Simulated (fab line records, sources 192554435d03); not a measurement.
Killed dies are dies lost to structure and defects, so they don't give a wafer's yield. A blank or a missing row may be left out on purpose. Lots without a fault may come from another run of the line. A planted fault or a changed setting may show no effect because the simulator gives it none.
Chamber matching | flow n5_finfet | N5_BEOL_M8_ILD_DEP_00 on pecvd-01: 3 sister chambers
The step deposits SiCOH lowk from DEMS/porogen, target thk 179.75 nm, time 33.4 s. 16 wafers are shown with their chamber, then 8 later ones without.

WAFERS WITH THEIR CHAMBER
wafer  | chamber | throttle_valve_pct (%) | heater_power_w (W) | heater_power_outer_w (W)
L075.3 | 0       | 13.4                   | 355                | 154
L075.4 | 1       | 13.4                   | 226                | 85
L075.5 | 1       | 13.5                   | 231                | 90
L077.3 | 1       | 13.4                   | 241                | 101
L077.4 | 0       | 13.8                   | 343                | 156
L077.6 | 0       | 13.6                   | 350                | 157
L080.1 | 1       | 13.3                   | 224                | 84
L080.3 | 0       | 13.8                   | 323                | 138
L080.6 | 0       | 13.8                   | 323                | 143
L083.1 | 2       | 12.7                   | 367                | 164
L083.4 | 1       | 13.5                   | 267                | 115
L083.5 | 2       | 12.4                   | 371                | 162
L091.1 | 1       | 13.5                   | 276                | 119
L091.2 | 2       | 12.6                   | 330                | 142
L091.3 | 0       | 13.9                   | 352                | 161
L094.1 | 2       | 12.7                   | 301                | 117

SIGNATURES (means of the wafers above)
reading              | chamber 0 | chamber 1 | chamber 2 | scatter within a chamber
throttle_valve_pct   | 13.717    | 13.433    | 12.600    | 0.142
heater_power_w       | 341.00    | 244.17    | 342.25    | 22.9
heater_power_outer_w | 151.50    | 99.00     | 146.25    | 15.2
Rule: a wafer's distance from a chamber is the root of the sum, over the readings, of the square of ((its reading less the chamber's mean) divided by the reading's scatter). The wafer belongs to the nearest chamber; if the next one is less than 2 further off, it can't be placed. The scatter: the root of (the sum of the squares of (reading less its chamber's mean) over the shown wafers, divided by (wafers less chambers)).

WAFERS WITHOUT THEIR CHAMBER
wafer  | throttle_valve_pct (%) | heater_power_w (W) | heater_power_outer_w (W)
L094.4 | 12.7                   | 309                | 119
L094.6 | 13.5                   | 250                | 104
L090.1 | 13.6                   | 214                | 76
L090.3 | 13.9                   | 347                | 153
L090.5 | 13.5                   | 211                | 77
L096.2 | 13.9                   | 348                | 153
L096.4 | 12.7                   | 289                | 106
L096.6 | 13.8                   | 349                | 159

WHICH CHAMBER EACH WENT THROUGH
wafer  | from the rows above     | in truth
L094.4 | 2                       | 2
L094.6 | 1                       | 1
L090.1 | 1                       | 1
L090.3 | 0                       | 0
L090.5 | 1                       | 1
L096.2 | 0                       | 0
L096.4 | can't be placed: 2 or 1 | 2
L096.6 | 0                       | 0
Placed correctly: 7 of 8. Can't be placed from these rows: 1 (the true chamber is among the candidates in 1). Placed wrongly: 0.
